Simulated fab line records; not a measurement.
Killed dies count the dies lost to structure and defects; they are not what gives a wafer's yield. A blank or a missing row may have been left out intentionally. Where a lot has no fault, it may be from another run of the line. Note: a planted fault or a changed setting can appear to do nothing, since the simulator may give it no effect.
Problem report, 8D (eight disciplines) form, completed by code ; flow nandHarc ; the parts of the form that need people (team, actions taken, sign-off) are left out

## 1. THE PROBLEM
At NHARC_A_ONON_D1_THK_MEAS_18, thkNm averages 300 nm over 4 wafers from 2 lots, while fault-free wafers read 998 nm, standard deviation 10. That puts it -70 standard deviations away from the usual mean.
The step: measures by ellipsometry.
Earliest sighting: wafer L153.2 on filmMetro-01 at day 11 07:43. The record has a number at this step for 36 wafers belonging to 12 lots. The rule behind "out" and "out of limits": a value lying over 4 standard deviations away from the usual mean. Any other wafer with a number is counted as sound.

## 2. WHAT IT IS AND WHAT IT IS NOT
question;is;is not
which readings at this step;thkNm;-
which lots;L153, L154;L142, L143, L144, L147, L155, L158, L160, L161, L162, L163
which wafers of those lots;L153.2, L153.5, L154.2, L154.5;L153.3, L154.6
read on which gauges;filmMetro-01, filmMetro-02;-
when;from day 11 07:43;"up to then (13 sound wafers); but 19 sound wafers of L154, L155, L158, L160, L161, L162, L163 came after"

## 3. SUSPECTS, AND WHAT RULES EACH OUT
Counting: if a tool at a process step up to the reading ran every lot that is out, it stays a suspect. Sound lots after the first of them don't rule it out here, since some wafers of a struck lot are sound.
- ruled out: the gauge at NHARC_A_ONON_D1_THK_MEAS_18. 2 gauges (filmMetro-01, filmMetro-02) read the wafers that are out.
- pecvdOnon-01 at NHARC_A_ONON_D1_DEP_16 (target thk 1000 nm): kept. Every lot that is out went through it, the first being L153 (day 11 07:16); the last sound lot it ran before that was L143 (day 7 17:37).
Left after counting: pecvdOnon-01 at NHARC_A_ONON_D1_DEP_16.

## 4. THE CAUSE (what the simulator had put in)
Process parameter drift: pecvdOnon-01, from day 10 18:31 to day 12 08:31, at NHARC_A_ONON_D1_DEP_16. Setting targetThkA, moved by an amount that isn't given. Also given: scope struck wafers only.
After counting, this tool was the only one left.

## 5. THE CHAIN OF EFFECTS, in route order
Rows list readings where the struck wafers' mean (over those with a number) sits beyond 3 standard deviations from the usual. Only readings for which the record gives a usual standard deviation are gone through. hours: the time from each lot's start at the first step in this table that gives one to its start at this step, as a median over the lots. sigmas: the change in usual standard deviations.
hours;step;reading;usual;on struck wafers;change;sigmas
0;NHARC_A_ONON_D1_THK_MEAS_18;thkNm;998 nm;300;-698;-70
273;NHARC_END_SORT_01;killedAtArray;29;675;+646;+50
273;NHARC_END_SORT_01;killedDies;33;677;+644;+50

## 6. WHAT WOULD HAVE CAUGHT IT SOONER
13 hours passed between the start of the fault at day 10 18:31 and the first reading out of limits at a measuring or inspecting step in this record, taken at day 11 07:43.
Of the tool readings at NHARC_A_ONON_D1_DEP_16 for which the record gives a usual standard deviation, none was out on any struck wafer, so an alarm limit of 4 standard deviations on them would not have fired.
The start of NHARC_A_ONON_D1_DEP_16 on pecvdOnon-01 came by day 11 07:43 for every one of the lots that are out (2). None of them would have been spared by holding the tool at that moment.
